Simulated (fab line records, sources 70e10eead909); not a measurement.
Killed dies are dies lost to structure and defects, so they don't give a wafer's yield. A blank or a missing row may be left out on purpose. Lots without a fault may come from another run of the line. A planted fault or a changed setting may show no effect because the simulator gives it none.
Chamber matching | flow nand_harc | NHARC_A_SGD_CUT_DEP_00 on pecvd-03: 3 sister chambers
The step deposits SiNx, target thk 50 nm. 6 wafers are shown with their chamber, then 7 later ones without.

WAFERS WITH THEIR CHAMBER
wafer  | chamber | heater_power_w (W)
L081.3 | 2       | 615
L081.5 | 2       | 590
L084.1 | 1       | 713
L084.5 | 0       | 748
L087.2 | 1       | 856
L087.4 | 0       | 750

WAFERS WITHOUT THEIR CHAMBER
wafer  | heater_power_w (W)
L087.6 | 844
L088.1 | 779
L088.2 | 616
L088.5 | 791
L092.1 | 634
L092.2 | 753
L092.6 | 655

WHICH CHAMBER EACH WENT THROUGH
wafer  | from the rows above          | in truth
L087.6 | can't be placed: 1 or 0      | 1
L088.1 | can't be placed: 1 or 0      | 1
L088.2 | 2                            | 2
L088.5 | can't be placed: 1 or 0      | 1
L092.1 | can't be placed: 2 or 0      | 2
L092.2 | can't be placed: 0 or 1      | 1
L092.6 | can't be placed: 2 or 0 or 1 | 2
Placed correctly: 1 of 7. Can't be placed from these rows: 6 (the true chamber is among the candidates in 6). Placed wrongly: 0.
How it was worked out, from the rows above alone: a wafer's distance from a chamber is the root of the sum, over the readings, of the square of ((its reading less the chamber's mean) divided by the reading's scatter). The wafer belongs to the nearest chamber; if the next one is less than 2 further off, it can't be placed. A chamber's mean is the mean of its shown wafers. The scatter: the root of (the sum of the squares of (reading less its chamber's mean) over the shown wafers, divided by (wafers less chambers)).
